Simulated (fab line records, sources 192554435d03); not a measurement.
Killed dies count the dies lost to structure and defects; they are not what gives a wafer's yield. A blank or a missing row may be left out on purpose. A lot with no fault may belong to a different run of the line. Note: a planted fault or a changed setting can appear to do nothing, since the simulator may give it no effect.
fab line records | flow n5Finfet
[record] lots = 7 wafers = 18 lastDay = 17
route steps=1938 shown BEOL_M11@1575 PASSIVATION@1936
lots with no fault: from the same line, run without faults
startH: hours from the record's first day to the start of the lot's first wafer shown | waitH: time in hours since the lot's previous step | " the same as in the row above | L1.1+2: a single row standing in for several wafers | - value missing, or start not given | * or withheld: withheld | < > ~ a bound
route shown NAME@n: NAME is a module with steps in the file, n the number in the route of the first one | usual: mean/standard deviation taken from wafers without a fault | same: alike in all rows | chamber/n: place in a boat | sites: per-site readings | _std_site: standard deviation of those values | _edge_site: inner sites' mean taken away from outer sites' mean | radiusMm: for every site, how far away it sits from the centre of the wafer | mask NAME#n: copy n | behind: tool/chamber where the wafer was last shaped | hold: what put the lot on hold/how long, in hours/how the hold closed | device: which transistor (n, p or np) failed to switch | end of line: the route-end tests of the same wafers | a step without rows: its recipe alone | killed: at the first sort, the dies lost to defects and structure; wafer yield is something else | map: a wafer's dies, marking killed ones x, the rest . and places with no die _
set.NAME: the setting as run; set.NAME@STEP: as run at that earlier step | model.NAME: the simulator's own value behind a step, which no gauge read
certain route steps with their lots: each step a table, each wafer a row
services: the hour from which a tool's chamber was out of use, counted from the record's first day as startH (under 0 if before that day), plus the number of hours and why
[[steps]]
[step N5_BEOL_M11_VIA_ETCH_34]
[recipe] chemistry = C4F6/O2 target = SiCOH_lowk targetDepthA = 1845 maskMaterial = SOC taperDeg = 4 timeS = 69.2 ionEnergyEv = 250 pressureMtorr = 30 sourceW = 345 biasW = 185 Ar_flow_sccm = 300 C4F6_flow_sccm = 10 O2_flow_sccm = 10
[usual] O2_flow_sccm = 9.998/0.029 drypumpMotorCurrentA = 5.8/0.48 oesProductAu = 0.80/0.081 rfVppV = 672/9.9 showerheadPlenumPTorr = 2.88/0.1 throttleValvePct = 21.03/0.17
// columns lot.wafer tool chamber startH waitH O2_flow_sccm drypumpMotorCurrentA oesProductAu rfHoursCounterH rfVppV showerheadPlenumPTorr throttleValvePct
L540.2 rieDiel-03 2 255.16 0.0 10.005 6.1 0.69 238 668 2.92 21.17
L540.5 " 3 " " 9.991 5.6 0.71 - 654 2.83 21.06
L540.6 " 2 " " 9.994 6.1 0.69 - 667 2.92 21.16
L543.1 rieDiel-06 1 290.00 0.0 10.014 6.3 0.73 194 682 2.93 21.34
L543.3 " 0 " " 9.988 5.8 0.90 28 679 2.90 21.10
L543.6 " 3 " " 10.031 5.9 0.79 - 668 2.76 21.09
L550.2 rieDiel-03 3 317.54 0.0 9.985 5.6 0.69 220 653 2.82 21.09
L550.6 " 0 " " 9.974 5.9 0.77 - 674 2.87 21.12
L549.3 rieDiel-06 1 319.57 0.0 9.950 6.4 0.72 206 680 2.93 21.36
L549.6 " 2 " " 9.982 5.5 0.90 - 669 3.03 20.88
L551.5 rieDiel-03 0 337.85 0.0 10.014 5.9 0.76 - 674 2.87 21.14
L551.6 " 3 " " 9.954 5.6 0.69 - 653 2.82 21.09
L554.1 rieDiel-06 3 344.64 0.0 9.936 5.9 0.77 139 668 2.76 21.11
L554.2 " 1 " " 10.014 6.3 0.71 215 681 2.93 21.36
L554.4 " 0 " " 10.002 5.8 0.86 48 677 2.89 21.13
L555.1 rieDiel-05 1 352.40 0.0 9.987 5.4 0.73 183 660 2.70 20.81
L555.4 " 0 " " 9.980 6.8 0.78 - 685 2.98 20.87
L555.6 " 3 " " 10.046 5.1 0.88 - 688 3.00 20.79
[step N5_BEOL_M11_STRIP_73]
[recipe] chemistry = C4F6/O2 resist = SiARC rfFrequencyHz = 6e+07
[step N5_BEOL_M11_STRIP_36]
[recipe] chemistry = N2/H2 powerW = 450 tempC = 40 pressureMtorr = 20 rfFrequencyHz = 6e+07 overashFraction = 0.3 biasPowerW = 7 h2Frac = 0.5 n2FlowSccm = 200 h2FlowSccm = 200
[usual] drypumpMotorCurrentA = 5.8/0.48 oesProductAu = 0.80/0.079 powerW = 450.0/1.4 rfVppV = 59.3/2.1 showerheadPlenumPTorr = 2.57/0.094 throttleValvePct = 23.8/0.34
[same] overashFraction = 0.3
// columns lot.wafer tool chamber startH waitH drypumpMotorCurrentA oesProductAu powerW rfHoursCounterH rfVppV showerheadPlenumPTorr throttleValvePct
L540.2 rieDiel-03 2 255.23 0.0 6.1 0.69 448.7 238 63.1 2.61 23.9
L540.5 " 3 " " 5.7 0.72 450.5 - 56.9 2.51 23.6
L540.6 " 2 " " 6.1 0.70 450.5 - 58.0 2.61 23.8
L543.1 rieDiel-06 1 290.06 0.0 6.4 0.74 450.3 194 61.6 2.65 24.6
L543.3 " 0 " " 5.8 0.91 449.9 28 60.8 2.59 23.8
L543.6 " 3 " " 5.9 0.80 448.6 - 55.9 2.46 23.7
L550.2 rieDiel-03 3 317.60 0.0 5.7 0.69 449.4 220 62.3 2.51 23.6
L550.6 " 0 " " 5.9 0.77 448.1 - 58.6 2.55 23.9
L549.3 rieDiel-06 1 319.64 0.0 6.4 0.71 452.0 206 58.3 2.64 24.6
L549.6 " 2 " " 5.4 0.88 451.8 - 65.0 2.69 23.5
L551.5 rieDiel-03 0 337.91 0.0 5.9 0.77 448.7 - 58.3 2.55 23.9
L551.6 " 3 " " 5.7 0.69 449.4 - 55.6 2.50 23.6
L554.1 rieDiel-06 3 344.70 0.0 5.9 0.77 449.9 139 58.2 2.45 23.7
L554.2 " 1 " " 6.3 0.71 450.9 215 59.8 2.64 24.6
L554.4 " 0 " " 5.8 0.88 448.6 48 62.1 2.58 23.8
L555.1 rieDiel-05 1 352.46 0.0 5.4 0.72 449.6 183 56.6 2.41 23.4
L555.4 " 0 " " 6.8 0.78 452.2 - 59.1 2.64 23.5
L555.6 " 3 " " 5.1 0.87 451.5 - 58.6 2.70 23.6
[step N5_BEOL_M11_TRENCH_ETCH_37]
[recipe] chemistry = C4F6/O2 targetDepthA = 1488.3 target = SiCOH_lowk timeS = 48 ionEnergyEv = 250 pressureMtorr = 30 sourceW = 345 biasW = 185 Ar_flow_sccm = 300 C4F6_flow_sccm = 10 O2_flow_sccm = 10
[step N5_BEOL_M11_ETCH_41]
[recipe] chemistry = CH3F/O2 target = SiCN targetDepthA = 426 taperDeg = 2 timeS = 86 ionEnergyEv = 120 maskMaterial = TiN pressureMtorr = 30 sourceW = 395 biasW = 75 Ar_flow_sccm = 150 CH3F_flow_sccm = 30 O2_flow_sccm = 20
[usual] O2_flow_sccm = 20.00/0.06 drypumpMotorCurrentA = 5.8/0.49 oesProductAu = 0.80/0.079 rfVppV = 297.6/1.5 showerheadPlenumPTorr = 2.02/0.074 throttleValvePct = 16.42/0.18
// columns lot.wafer tool chamber startH waitH O2_flow_sccm drypumpMotorCurrentA oesProductAu rfHoursCounterH rfVppV showerheadPlenumPTorr throttleValvePct
L540.2 rieDiel-03 2 - - 19.84 6.1 0.70 238 297.6 2.05 16.64
L540.5 " 3 " " 20.09 5.6 0.71 - 298.0 1.99 16.48
L540.6 " 2 " " 19.93 6.1 0.69 - 299.5 2.05 16.65
L543.1 rieDiel-06 1 - - 20.05 6.4 0.73 194 299.8 2.07 16.75
L543.3 " 0 " " 19.96 5.8 0.89 28 298.9 2.04 16.45
L543.6 " 3 " " 20.04 5.9 0.80 - 296.3 1.94 16.47
L550.2 rieDiel-03 3 - - 19.99 5.6 0.69 220 297.7 1.98 16.54
L550.6 " 0 " " 19.96 5.9 0.77 - 298.0 2.02 16.50
L549.3 rieDiel-06 1 - - 19.93 6.3 0.71 206 298.8 2.06 16.76
L549.6 " 2 " " 20.11 5.4 0.90 - 299.5 2.13 16.18
L551.5 rieDiel-03 0 - - 20.04 5.9 0.76 - 297.2 2.02 16.49
L551.6 " 3 " " 19.89 5.7 0.68 - 296.3 1.98 16.54
L554.1 rieDiel-06 3 - - 20.00 5.9 0.77 139 296.0 1.93 16.49
L554.2 " 1 " " 19.94 6.3 0.71 215 298.3 2.06 16.79
L554.4 " 0 " " 19.99 5.8 0.86 48 298.8 2.03 16.49
L555.1 rieDiel-05 1 - - 20.00 5.4 0.72 183 294.8 1.89 16.33
L555.4 " 0 " " 20.01 6.8 0.77 - 298.6 2.10 16.26
L555.6 " 3 " " 19.96 5.1 0.88 - 299.6 2.11 16.17
[step N5_BEOL_M11_STRIP_77]
[recipe] chemistry = N2/H2 timeS = 10 powerW = 450 tempC = 40 pressureMtorr = 20 rfFrequencyHz = 6e+07 biasPowerW = 7 n2FlowSccm = 200 h2FlowSccm = 200
[usual] drypumpMotorCurrentA = 5.8/0.48 oesProductAu = 0.80/0.08 rfVppV = 59.3/0.9 showerheadPlenumPTorr = 2.57/0.094 throttleValvePct = 23.8/0.34
// columns lot.wafer tool chamber startH waitH drypumpMotorCurrentA oesProductAu rfHoursCounterH rfVppV showerheadPlenumPTorr throttleValvePct
L540.2 rieDiel-03 2 - - 6.1 0.70 238 61.2 2.61 23.9
L540.5 " 3 " " 5.7 0.70 - 58.0 2.51 23.6
L540.6 " 2 " " 6.1 0.70 - 59.1 2.61 23.8
L543.1 rieDiel-06 1 - - 6.4 0.74 194 59.0 2.65 24.6
L543.3 " 0 " " 5.8 0.91 28 59.7 2.59 23.8
L543.6 " 3 " " 5.9 0.80 - 60.9 2.46 23.7
L550.2 rieDiel-03 3 - - 5.7 0.70 220 60.5 2.51 23.6
L550.6 " 0 " " 5.9 0.76 - 60.1 2.55 23.9
L549.3 rieDiel-06 1 - - 6.3 0.72 206 61.0 2.64 24.6
L549.6 " 2 " " 5.4 0.90 - 59.1 2.69 23.5
L551.5 rieDiel-03 0 - - 5.9 0.76 - 60.7 2.55 23.9
L551.6 " 3 " " 5.6 0.70 - 58.4 2.50 23.6
L554.1 rieDiel-06 3 - - 5.9 0.77 139 59.7 2.45 23.7
L554.2 " 1 " " 6.4 0.72 215 61.5 2.64 24.6
L554.4 " 0 " " 5.8 0.86 48 57.8 2.58 23.8
L555.1 rieDiel-05 1 - - 5.4 0.73 183 60.4 2.41 23.4
L555.4 " 0 " " 6.8 0.79 - 58.0 2.64 23.5
L555.6 " 3 " " 5.1 0.89 - 59.8 2.70 23.6
[step N5_BEOL_M11_OCD_MEAS_38]
[usual] trenchDepthNm = 148/3.2
// columns lot.wafer tool chamber startH waitH trenchDepthNm
L540.2 ocd-02 - 255.45 - 145
L540.5 " - " " 144
L540.6 " - " " 144
L543.1 ocd-02 - 290.28 - 145
L543.3 " - " " 148
L543.6 " - " " 145
L550.2 ocd-02 - 317.82 - 144
L550.6 " - " " 149
L549.3 ocd-01 - 319.86 - 145
L549.6 " - " " 153
L551.5 ocd-02 - 338.12 - 149
L551.6 " - " " 146
L554.1 ocd-01 - 344.92 - 145
L554.2 " - " " 144
L554.4 " - " " 149
L555.1 ocd-01 - 352.68 - 145
L555.4 " - " " 146
L555.6 " - " " 151
[step N5_BEOL_M11_HM_STRIP_39]
[recipe] chemistry = peroxideTinStrip material = TiN targetDepthA = 250 tempC = 50 timeS = 158
[step N5_BEOL_M11_SRD_40]
[recipe] timeS = 30 tempC = 23 rinseLiquid = diw dry = ipaMarangoni
[step N5_BEOL_M11_PRECLEAN_42]
[recipe] chemistry = residueRemover timeS = 60 tempC = 40
[step N5_BEOL_M11_SRD_43]
[recipe] timeS = 30 tempC = 23 rinseLiquid = diw dry = ipaMarangoni
[step N5_BEOL_M11_CD_MEAS_35]
[recipe] targetCdNm = 70 polarity = opening
[usual] cdNm = 69.9/0.69
// columns lot.wafer tool chamber startH waitH cdNm
L540.2 cdSem-01 - 255.60 0.0 70.0
L540.5 " - " " 70.0
L540.6 " - " " 70.3
L543.1 cdSem-03 - 290.43 0.0 70.9
L543.3 " - " " 70.0
L543.6 " - " " 70.6
L550.2 cdSem-01 - 317.98 0.0 70.6
L550.6 " - " " 70.3
L549.3 cdSem-03 - 320.01 0.0 69.2
L549.6 " - " " 69.5
L551.5 cdSem-02 - 338.27 0.0 69.4
L551.6 " - " " 69.8
L554.1 cdSem-03 - 345.07 0.0 70.4
L554.2 " - " " 69.3
L554.4 " - " " 68.5
L555.1 cdSem-02 - 352.83 0.0 69.2
L555.4 " - " " 70.2
L555.6 " - " " 70.3
[step N5_BEOL_M11_CURE_72]
[recipe] tempC = 370 timeS = 120 ambient = DMADMS/He material = SiCOH_lowk
[usual] lampPowerPct = 52.32/0.058 runLengthS = 178.2/1.2 wafer_temp_C_max = 371.5/0.48
// columns lot.wafer tool chamber startH waitH lampPowerPct runLengthS wafer_temp_C_max
L540.2 uvCure-01 2 255.69 0.1 52.31 178.0 371.8
L540.5 " 2 " " 52.37 177.7 372.4
L540.6 " 2 " " 52.27 177.7 372.4
L543.1 uvCure-02 1 290.48 0.0 52.29 178.0 370.6
L543.3 " 1 " " 52.29 178.7 370.8
L543.6 " 1 " " 52.33 178.6 371.0
L550.2 uvCure-02 2 318.07 0.1 52.35 225.8 371.4
L550.6 " 2 " " 52.34 225.6 372.0
L549.3 uvCure-02 2 320.15 0.1 52.26 177.6 371.8
L549.6 " 2 " " 52.30 225.8 371.7
L551.5 uvCure-02 2 338.51 0.2 52.28 177.2 372.3
L551.6 " 2 " " 52.41 225.6 371.4
L554.1 uvCure-03 1 345.38 0.3 52.31 178.4 371.3
L554.2 " 1 " " 52.33 178.0 371.3
L554.4 " 1 " " 52.27 177.9 371.7
L555.1 uvCure-03 0 352.97 0.1 52.33 177.1 371.0
L555.4 " 0 " " 52.36 177.9 371.6
L555.6 " 0 " " 52.27 178.1 371.2
[step N5_BEOL_M11_DEGAS_44]
[recipe] ambient = vacuum tempC = 250 timeS = 60
[usual] heaterPowerW = 323/39
// columns lot.wafer tool chamber startH waitH heaterPowerW
L540.2 pvdSputter-03 - 257.97 2.2 330
L540.5 " - " " 332
L540.6 " - " " 328
L543.1 pvdSputter-03 - 290.83 0.3 333
L543.3 " - " " 331
L543.6 " - " " 305
L550.2 pvdSputter-03 - 318.44 0.3 337
L550.6 " - " " 322
L549.3 pvdSputter-01 - 322.00 1.8 297
L549.6 " - " " 317
L551.5 pvdSputter-02 - 338.72 0.2 416
L551.6 " - " " 318
L554.1 pvdSputter-02 - 345.87 0.4 307
L554.2 " - " " 304
L554.4 " - " " 298
L555.1 pvdSputter-02 - 354.93 1.9 414
L555.4 " - " " 301
L555.6 " - " " 301
[step N5_PASSIVATION_PROBE_49]
[usual] defectLimitedYield = 91.0/1.5 killed_at_M0_to_M3 = 35/11 killed_at_M4_up = 13/6 killedAtContacts = 14/6.5 killedAtFrontEnd = 40/12 killedAtOther = 4/3.4 killedDies = 106/18 killedOpen = 68/14 killedShort = 35/7.7 sort_bin_5_function = 5.2/0.98 sort_bin_6_memory = 3.4/0.72 sort_bin_8_speed = 0.02/0.24 sortNPass = 1074/18 sortYieldPct = 91.0/1.5
[same] grossDies = 1180 killedAtBackSide = 0 sort_bin_4_leakage[%] = 0
// columns lot.wafer tool chamber startH waitH defectLimitedYield[%] killed_at_M0_to_M3 killed_at_M4_up killedAtContacts killedAtFrontEnd killedAtOther killedDies killedOpen killedShort sort_bin_5_function[%] sort_bin_6_memory[%] sort_bin_8_speed[%] sortNPass sortYieldPct[%]
L540.2 prober-01 - 301.72 0.1 93.2 27 11 15 20 7 80 51 26 4.2 2.5 0 1100 93.2
L540.5 prober-01 - 301.87 0.2 90.6 42 13 11 41 4 111 77 34 6.4 2.6 0 1069 90.6
L540.6 prober-01 - 301.92 0.3 92.5 30 7 11 36 5 89 59 30 4.2 3.1 0 1091 92.5
L543.1 prober-01 - 335.55 0.0 91.9 30 4 7 50 5 96 55 38 4.9 2.6 0 1084 91.9
L543.3 prober-01 - 335.65 0.1 88.2 31 18 12 66 12 139 88 48 6.7 4.5 0 1041 88.2
L543.6 prober-01 - 335.80 0.3 87.2 28 15 24 74 10 151 107 43 7.2 5.2 0 1029 87.2
L550.2 prober-02 - 363.07 0.1 91.4 26 18 7 43 8 102 64 33 4.7 3.4 0 1078 91.4
L550.6 prober-02 - 363.27 0.3 91.2 23 10 9 47 15 104 69 34 5.0 3.4 0 1076 91.2
L549.3 prober-01 - 366.62 0.1 92.0 43 9 17 23 2 94 68 26 4.7 3.2 0 1086 92.0
L549.6 prober-01 - 366.77 0.3 91.2 35 8 23 36 2 104 61 42 5.0 2.9 0 1076 91.2
L551.5 prober-01 - 379.74 0.2 90.4 28 28 12 43 2 113 70 38 5.6 3.2 0 1067 90.4
L555.1 prober-02 - 396.18 0.0 90.8 36 6 25 39 3 109 82 26 4.9 4.2 0 1071 90.8
L555.4 prober-02 - 396.33 0.2 91.4 34 6 9 50 2 101 59 38 5.8 2.4 0 1079 91.4
L555.6 prober-02 - 396.43 0.3 92.0 29 5 14 39 7 94 64 27 4.9 2.9 0 1086 92.0
// killed by level:class
L540.2 MOL_CONTACT_COAG:geometricParticle:open=12 BEOL_M2:geometricParticle:open=8 BEOL_M0_SAQP:geometricParticle:open=6 FIN_SAQP:geometricParticle:short=4 FIN_SAQP:geometricParticle:open=4 BEOL_M0_SAQP:geometricParticle:short=4 DUMMY_GATE:geometricParticle:open=3 BEOL_M2:geometricParticle:short=3
L540.5 BEOL_M2:geometricParticle:open=20 FIN_SAQP:geometricParticle:short=13 FIN_SAQP:geometricParticle:open=12 MOL_CONTACT_COAG:geometricParticle:open=9 BEOL_M1:geometricParticle:open=6 BEOL_M0_SAQP:geometricParticle:open=5 DUMMY_GATE:geometricParticle:open=4 BEOL_M4:geometricParticle:open=4
L540.6 FIN_SAQP:geometricParticle:short=13 BEOL_M2:geometricParticle:open=12 MOL_CONTACT_COAG:geometricParticle:open=10 DUMMY_GATE:geometricParticle:open=8 FIN_SAQP:geometricParticle:open=5 BEOL_M4:geometricParticle:open=5 STI_FIN_REVEAL:geometricParticle:open=4 BEOL_M0_SAQP:geometricParticle:open=4
L543.1 BEOL_M1:geometricParticle:open=10 STI_FIN_REVEAL:geometricParticle:open=8 FIN_SAQP:geometricParticle:short=6 BEOL_M0_SAQP:geometricParticle:short=6 MOL_CONTACT_COAG:geometricParticle:open=5 FIN_SAQP:geometricParticle:open=4 BEOL_M0_SAQP:geometricParticle:open=4 BEOL_M1:geometricParticle:short=4
L543.3 FIN_SAQP:geometricParticle:open=16 STI_FIN_REVEAL:geometricParticle:open=14 MOL_CONTACT_COAG:geometricParticle:open=11 FIN_SAQP:geometricParticle:short=9 BEOL_M0_SAQP:geometricParticle:open=8 BEOL_M4:geometricParticle:open=8 BEOL_M0_SAQP:geometricParticle:short=6 MIM_TOP_ETCH:geometricParticle:short=5
L543.6 FIN_SAQP:geometricParticle:open=20 MOL_CONTACT_COAG:geometricParticle:open=19 FIN_SAQP:geometricParticle:short=18 STI_FIN_REVEAL:geometricParticle:open=11 GATE_CUT:geometricParticle:open=8 BEOL_M1:geometricParticle:open=7 BEOL_M0_SAQP:geometricParticle:short=6 DUMMY_GATE:geometricParticle:open=5
L550.2 STI_FIN_REVEAL:geometricParticle:open=14 BEOL_M4:geometricParticle:open=12 FIN_SAQP:geometricParticle:short=7 MOL_CONTACT_COAG:geometricParticle:open=6 BEOL_M2:geometricParticle:open=6 DUMMY_GATE:geometricParticle:open=5 BEOL_M0_SAQP:geometricParticle:short=5 BEOL_M0:geometricParticle:open=4
L550.6 FIN_SAQP:geometricParticle:open=13 FIN_SAQP:geometricParticle:short=11 MOL_CONTACT_COAG:geometricParticle:open=8 BEOL_M0_SAQP:geometricParticle:open=8 MIM_TOP:geometricParticle:open=6 STI_FIN_REVEAL:geometricParticle:open=5 DUMMY_GATE:geometricParticle:open=5 PAD_METAL:geometricParticle:short=5
L549.3 MOL_CONTACT_COAG:geometricParticle:open=14 BEOL_M0_SAQP:geometricParticle:open=12 BEOL_M1:geometricParticle:open=12 BEOL_M0:geometricParticle:open=8 FIN_SAQP:geometricParticle:short=6 FIN_SAQP:geometricParticle:open=5 BEOL_M0_SAQP:geometricParticle:short=5 MOL_CONTACT_COAG:geometricParticle:short=3
L549.6 MOL_CONTACT_COAG:geometricParticle:open=15 BEOL_M0_SAQP:geometricParticle:short=14 MOL_CONTACT_COAG:geometricParticle:short=8 BEOL_M0_SAQP:geometricParticle:open=8 BEOL_M2:geometricParticle:open=6 FIN_SAQP:geometricParticle:short=5 FIN_SAQP:geometricParticle:open=5 STARTING-WAFER:geometricParticle:short=5
L551.5 FIN_SAQP:geometricParticle:short=14 BEOL_M4:geometricParticle:open=12 FIN_SAQP:geometricParticle:open=8 STI_FIN_REVEAL:geometricParticle:open=7 MOL_CONTACT_COAG:geometricParticle:open=7 BEOL_M0_SAQP:geometricParticle:short=7 BEOL_M0_SAQP:geometricParticle:open=6 MOL_CONTACT_COAG:geometricParticle:short=5
L555.1 MOL_CONTACT_COAG:geometricParticle:open=23 BEOL_M2:geometricParticle:open=11 FIN_SAQP:geometricParticle:open=10 BEOL_M1:geometricParticle:open=8 STI_FIN_REVEAL:geometricParticle:open=7 DUMMY_GATE:geometricParticle:open=6 BEOL_M0_SAQP:geometricParticle:short=6 FIN_SAQP:geometricParticle:short=5
L555.4 FIN_SAQP:geometricParticle:open=15 FIN_SAQP:geometricParticle:short=12 BEOL_M0_SAQP:geometricParticle:short=8 MOL_CONTACT_COAG:geometricParticle:open=8 BEOL_M1:geometricParticle:open=7 DUMMY_GATE:geometricParticle:open=5 DUMMY_GATE:geometricParticle:short=5 BEOL_M2:geometricParticle:open=5
L555.6 DUMMY_GATE:geometricParticle:open=10 MOL_CONTACT_COAG:geometricParticle:open=10 FIN_SAQP:geometricParticle:open=8 BEOL_M0_SAQP:geometricParticle:open=8 BEOL_M1:geometricParticle:open=6 BEOL_M2:geometricParticle:open=5 FIN_SAQP:geometricParticle:short=4 STI_FIN_REVEAL:geometricParticle:open=4
[[services]]
// columns tool chamber startH hours kind
rieDiel-06 2 237.70 13.5 repair
pvdSputter-01 - 246.25 3.0 repair
uvCure-02 - 252.87 0.4 repair
rieDiel-03 - 272.44 14.6 pm
uvCure-02 - 293.88 0.3 repair
rieDiel-03 2 302.30 - clean
rieDiel-03 2 302.30 - consumableReplace:focusRing
rieDiel-05 3 311.98 18.2 repair
rieDiel-05 2 324.13 30.9 repair
uvCure-01 - 328.61 6.0 pm
pvdSputter-01 - 335.05 1.8 repair
uvCure-01 - 343.48 25.3 repair
pvdSputter-01 - 354.34 9.6 repair
[[key]]
[firstSign] step = N5_BEOL_M11_CURE_72 reading = runLengthS direction = up sigmas = 39 usual = * struck = *
effect none on later readings
metAt N5_BEOL_M11_CURE_72
struckWafers L549.6,L550.2,L550.6,L551.6
onsetBetween 290.48 318.07
[fault] kind = processParameterDrift tool = uvCure-02 chamber = - onsetH = 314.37 steps = N5_BEOL_M11_CURE_72 channel = timeS offset = * shape = step endH = 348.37 scope = struckWafersOnly actsIn = * stated = *
